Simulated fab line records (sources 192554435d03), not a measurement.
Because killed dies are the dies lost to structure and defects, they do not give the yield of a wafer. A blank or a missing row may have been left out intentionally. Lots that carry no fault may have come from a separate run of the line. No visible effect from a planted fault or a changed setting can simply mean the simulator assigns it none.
fab line records | flow n5Finfet | part 2 of 2: steps 21 to 30 of 30
[record] lots = 5 wafers = 15 lastDay = 15
route steps=1938 shown BEOL_M1@754
lots with no fault: from the same line, run without faults
startH: hours from the record's opening day to when the first of the lot's shown wafers began | waitH: hours elapsed since this lot's preceding step | " same as the row above | L1.1+2: several wafers, shown together as one row | - value missing, or start not given | * or withheld: withheld | < > ~ a bound
route shown NAME@n: names a module that has steps shown in the file, with the first one's number in the route | usual: mean and standard deviation over wafers with no fault | same: alike in all rows | chamber/n: place in a boat | sites: per-site readings | _std_site: their standard deviation | _edge_site: mean of outer sites minus mean of inner sites | radiusMm: how far each site lies from the wafer's centre | mask NAME#n: copy n | behind: tool/chamber where the wafer was last shaped | hold: what put the lot on hold/how long, in hours/how the hold closed | device: the n, p or np transistor that did not switch | end of line: the same wafers' tests at the end of the route | where a step has no rows: the recipe by itself | killed: dies lost to structure and defects at the first sort, not the wafer's yield | map: a wafer's dies, x killed, . not, _ none there
set.NAME: the run value of the setting; set.NAME@STEP: its run value at that earlier step | model.NAME: the simulator's own value behind a step, which no gauge read
lots seen at some steps along the route; tables by step, rows by wafer
services: a tool's chamber out of use, with start hour (startH, from the record's first day; less than 0 if before it), hours out, and reason
[[steps]]
[step N5_BEOL_M1_HM_OPEN_17]
[recipe] chemistry = Cl2/BCl3 targetDepthA = 200 overetchA = 60 target = TiN maskMaterial = SOC ionEnergyEv = 150 pressureMtorr = 10 icpW = 1000 biasW = 126 Cl2_flow_sccm = 53.25 bcl3FlowSccm = 21.75 Ar_flow_sccm = 25
[usual] drypumpMotorCurrentA = 5.6/0.45 mfcArSccm = 25.00/0.071 oes_ar_750_au = 0.76/0.093 oesProductAu = 0.65/0.081 throttleValvePct = 22.07/0.13
// columns lot.wafer tool chamber startH waitH drypumpMotorCurrentA mfcArSccm oes_ar_750_au oesProductAu rfHoursCounterH throttleValvePct
L075.2 rieMetal-03 0 128.99 0.0 5.8 25.04 0.75 0.62 59 22.25
L075.4 " 0 " " 5.8 25.02 0.76 0.62 - 22.25
L075.5 " 0 " " 5.8 25.05 0.75 0.63 - 22.25
L085.1 rieMetal-03 0 188.68 0.0 5.8 25.01 0.74 0.62 65 22.25
L085.3 " 0 " " 5.8 24.91 0.74 0.62 - 22.25
L085.6 " 1 " " 5.1 25.13 0.68 0.59 - 22.03
L087.4 rieMetal-02 0 196.84 0.1 6.3 24.93 0.98 0.85 - 21.86
L087.5 " 0 " " 6.4 24.88 0.98 0.85 - 21.84
L087.6 " 1 " " 5.2 24.99 0.78 0.68 - 22.02
L089.2 rieMetal-03 1 212.72 0.0 5.1 24.94 0.67 0.59 82 22.04
L089.4 " 1 " " 5.1 24.93 0.67 0.58 - 22.06
L089.5 " 0 " " 5.8 25.03 0.74 0.61 - 22.25
L090.1 rieMetal-01 0 219.51 0.0 6.0 24.98 0.76 0.65 58 22.14
L090.2 " 1 " " 5.2 25.04 0.65 0.55 106 22.06
L090.5 " 1 " " 5.2 25.08 0.65 0.55 - 22.06
[step N5_BEOL_M1_STRIP_19]
[recipe] chemistry = O2 powerW = 400 tempC = 40 pressureMtorr = 30 rfFrequencyHz = 6e+07 biasPowerW = 0 overashFraction = 0.2 o2FlowSccm = 225
[usual] drypumpMotorCurrentA = 5.6/0.5 oesProductAu = 0.80/0.083 rfVppV = 3.6/0.49 showerheadPlenumPTorr = 2.08/0.062 tempC = 39.99/0.11 throttleValvePct = 16.57/0.15
// columns lot.wafer tool chamber startH waitH drypumpMotorCurrentA oesProductAu rfHoursCounterH rfVppV showerheadPlenumPTorr tempC throttleValvePct
L075.2 rieDiel-06 2 129.11 0.1 5.6 0.71 204 4.0 2.08 40.02 16.50
L075.4 " 3 " " 5.9 0.87 - 4.3 2.05 39.95 16.37
L075.5 " 3 " " 5.9 0.88 - 3.2 2.05 39.98 16.37
L085.1 rieDiel-02 2 188.79 0.1 6.0 0.95 17 3.8 2.06 40.01 16.59
L085.3 " 3 " " 5.5 0.70 210 3.7 2.16 39.78 16.75
L085.6 " 0 " " 6.0 0.71 - 3.1 2.07 40.04 16.77
L087.4 rieDiel-01 3 196.92 0.1 4.7 0.82 96 3.4 2.03 40.04 16.50
L087.5 " 0 " " 5.8 0.75 - 3.0 2.18 40.12 16.82
L087.6 " 1 " " 5.8 0.75 - 3.3 2.01 40.15 16.40
L089.2 rieDiel-06 1 212.83 0.1 6.6 0.87 60 3.9 2.21 39.90 16.62
L089.4 " 3 " " 5.9 0.84 62 3.1 2.04 39.99 16.43
L089.5 " 1 " " 6.6 0.87 - 4.0 2.21 39.93 16.62
L090.1 rieDiel-01 1 219.82 0.3 5.8 0.74 160 3.3 2.01 39.92 16.44
L090.2 " 2 " " 4.9 0.81 84 3.2 2.04 39.87 16.49
L090.5 " 0 " " 5.7 0.74 - 4.8 2.18 39.85 16.83
[step N5_BEOL_M1_CD_MEAS_18]
[recipe] pitchNm = 36 targetCdNm = 18
[usual] cdNm = 17.99/0.27
// columns lot.wafer tool chamber startH waitH cdNm
L075.2 cdSem-02 - 129.21 0.1 17.54
L075.4 " - " " 18.15
L075.5 " - " " 18.20
L085.1 cdSem-02 - 188.86 0.0 18.02
L085.3 " - " " 17.61
L085.6 " - " " 17.73
L087.4 cdSem-02 - 197.00 0.1 18.11
L087.5 " - " " 17.74
L087.6 " - " " 17.96
L089.2 cdSem-01 - 212.91 0.1 17.85
L089.4 " - " " 18.20
L089.5 " - " " 17.90
L090.1 cdSem-03 - 219.89 0.0 18.23
L090.2 " - " " 18.36
L090.5 " - " " 17.62
[step N5_BEOL_M1_COAT_67]
[recipe] resist = SOC tempC = 250 timeS = 60 spinRpm = 1500 resistThkNm = 60
[usual] exhaustPa = 45.0/0.87
// columns lot.wafer tool chamber startH waitH exhaustPa
L075.2 lithoTrack-02 0 129.24 0.0 45.4
L075.4 " 0 " " 45.7
L075.5 " 0 " " 44.5
L085.1 lithoTrack-05 0 188.90 0.0 45.2
L085.3 " 0 " " 45.4
L085.6 " 0 " " 45.8
L087.4 lithoTrack-03 0 197.03 0.0 45.1
L087.5 " 0 " " 44.6
L087.6 " 0 " " 44.5
L089.2 lithoTrack-05 0 212.94 0.0 44.3
L089.4 " 0 " " 45.7
L089.5 " 0 " " 44.6
L090.1 lithoTrack-03 0 219.92 0.0 44.5
L090.2 " 0 " " 46.1
L090.5 " 0 " " 46.1
[step N5_BEOL_M1_COAT_68]
[recipe] resist = SiARC tempC = 220 timeS = 60 spinRpm = 1500 resistThkNm = 12
[usual] exhaustPa = 45.0/0.8
// columns lot.wafer tool chamber startH waitH exhaustPa
L075.2 lithoTrack-02 0 - - 44.3
L075.4 " 0 " " 44.9
L075.5 " 0 " " 45.1
L085.1 lithoTrack-05 0 - - 45.0
L085.3 " 0 " " 44.4
L085.6 " 0 " " 44.1
L087.4 lithoTrack-03 0 - - 45.7
L087.5 " 0 " " 44.0
L087.6 " 0 " " 45.7
L089.2 lithoTrack-05 0 - - 45.5
L089.4 " 0 " " 45.7
L089.5 " 0 " " 46.3
L090.1 lithoTrack-03 0 - - 46.3
L090.2 " 0 " " 45.6
L090.5 " 0 " " 46.2
[step N5_BEOL_M1_COAT_76]
[recipe] resist = underlayer tempC = 205 timeS = 60 spinRpm = 1500 resistThkNm = 5
[usual] exhaustPa = 45.2/0.85
// columns lot.wafer tool chamber startH waitH exhaustPa
L075.2 lithoTrack-02 0 - - 44.9
L075.4 " 0 " " 45.9
L075.5 " 0 " " 45.5
L085.1 lithoTrack-05 0 - - 45.5
L085.3 " 0 " " 44.6
L085.6 " 0 " " 45.2
L087.4 lithoTrack-03 0 - - 45.6
L087.5 " 0 " " 44.5
L087.6 " 0 " " 44.5
L089.2 lithoTrack-05 0 - - 43.9
L089.4 " 0 " " 45.4
L089.5 " 0 " " 46.8
L090.1 lithoTrack-03 0 - - 44.7
L090.2 " 0 " " 45.8
L090.5 " 0 " " 46.7
[step N5_BEOL_M1_COAT_22]
[recipe] resist = CAR-EUV spinRpm = 1500 resistThkNm = 30
[usual] exhaustPa = 45.0/0.89
// columns lot.wafer tool chamber startH waitH exhaustPa
L075.2 lithoTrack-02 0 - - 45.2
L075.4 " 0 " " 45.1
L075.5 " 0 " " 44.6
L085.1 lithoTrack-05 0 - - 44.0
L085.3 " 0 " " 44.7
L085.6 " 0 " " 44.7
L087.4 lithoTrack-03 0 - - 44.8
L087.5 " 0 " " 45.7
L087.6 " 0 " " 44.8
L089.2 lithoTrack-05 0 - - 45.4
L089.4 " 0 " " 46.3
L089.5 " 0 " " 45.4
L090.1 lithoTrack-03 0 - - 46.0
L090.2 " 0 " " 45.4
L090.5 " 0 " " 46.7
[step N5_BEOL_M1_EBR_24]
[recipe] solvent = PGMEA ebrWidthMm = 1.5
[usual] exhaustPa = 44.9/0.94
// columns lot.wafer tool chamber startH waitH exhaustPa
L075.2 lithoTrack-02 0 - - 43.1
L075.4 " 0 " " 43.7
L075.5 " 0 " " 43.6
L085.1 lithoTrack-05 0 - - 44.4
L085.3 " 0 " " 44.6
L085.6 " 0 " " 44.4
L087.4 lithoTrack-03 0 - - 45.7
L087.5 " 0 " " 44.8
L087.6 " 0 " " 44.0
L089.2 lithoTrack-05 0 - - 45.9
L089.4 " 0 " " 45.4
L089.5 " 0 " " 45.9
L090.1 lithoTrack-03 0 - - 45.8
L090.2 " 0 " " 46.4
L090.5 " 0 " " 45.8
[step N5_BEOL_M1_SOFTBAKE_23]
[recipe] tempC = 110 timeS = 60 resist = CAR-EUV
[usual] exhaustPa = 45.1/1.1
// columns lot.wafer tool chamber startH waitH exhaustPa
L075.2 lithoTrack-02 0 - - 44.1
L075.4 " 0 " " 44.8
L075.5 " 0 " " 45.6
L085.1 lithoTrack-05 0 - - 46.6
L085.3 " 0 " " 45.3
L085.6 " 0 " " 45.8
L087.4 lithoTrack-03 0 - - 43.5
L087.5 " 0 " " 43.1
L087.6 " 0 " " 45.1
L089.2 lithoTrack-05 0 - - 46.5
L089.4 " 0 " " 46.0
L089.5 " 0 " " 46.9
L090.1 lithoTrack-03 0 - - 46.1
L090.2 " 0 " " 45.0
L090.5 " 0 " " 45.8
[step N5_BEOL_M1_EXPOSE_25]
[recipe] maskId = V0 na = 0.33 sourceShape = quasar sigmaInner = 0.2 sigmaOuter = 0.8 polarization = unpolarized defocusNm = 5 targetCdNm = 24 doseMj = 63
[same] sigmaInner = 0.2
// columns lot.wafer tool chamber startH waitH mask
L075.2+4+5 euvScanner-01 0 129.52 - V0#0
L085.1+3+6 euvScanner-01 0 189.16 - V0#0
L087.4+5+6 euvScanner-02 0 197.32 - V0#0
L089.2+4+5 euvScanner-01 0 213.21 - V0#0
L090.1+2+5 euvScanner-02 0 220.19 - V0#0
[[services]]
// columns tool chamber startH hours kind
rieDiel-02 2 105.26 7.6 repair
pvdSputter-02 - 106.02 18.2 repair
rieMetal-02 - 107.43 2.8 pm
rieMetal-03 - 108.13 14.6 pm
euvScanner-01 - 112.18 0.6 repair
lithoTrack-02 - 114.99 - consumableReplace:filter
rieDiel-06 0 115.84 5.3 repair
euvScanner-01 - 120.51 1.0 repair
lithoTrack-05 - 122.97 - consumableReplace:filter
rieDiel-06 1 128.14 16.7 repair
euvScanner-01 - 128.16 1.0 pm
pvdSputter-03 - 131.77 0.5 repair
euvScanner-02 - 131.79 1.0 pm
rieDiel-02 2 132.32 6.3 repair
pvdSputter-03 - 135.06 2.9 repair
rieMetal-02 0 142.03 22.0 repair
rieDiel-06 2 142.69 23.3 repair
euvScanner-01 - 176.48 4.6 pm
rieMetal-03 0 178.85 7.3 repair
euvScanner-01 - 184.31 1.0 pm
euvScanner-02 - 185.10 9.9 repair
euvScanner-02 - 195.01 1.0 pm
lithoTrack-02 - 209.98 - consumableReplace:filter
rieDiel-02 - 215.56 14.6 pm
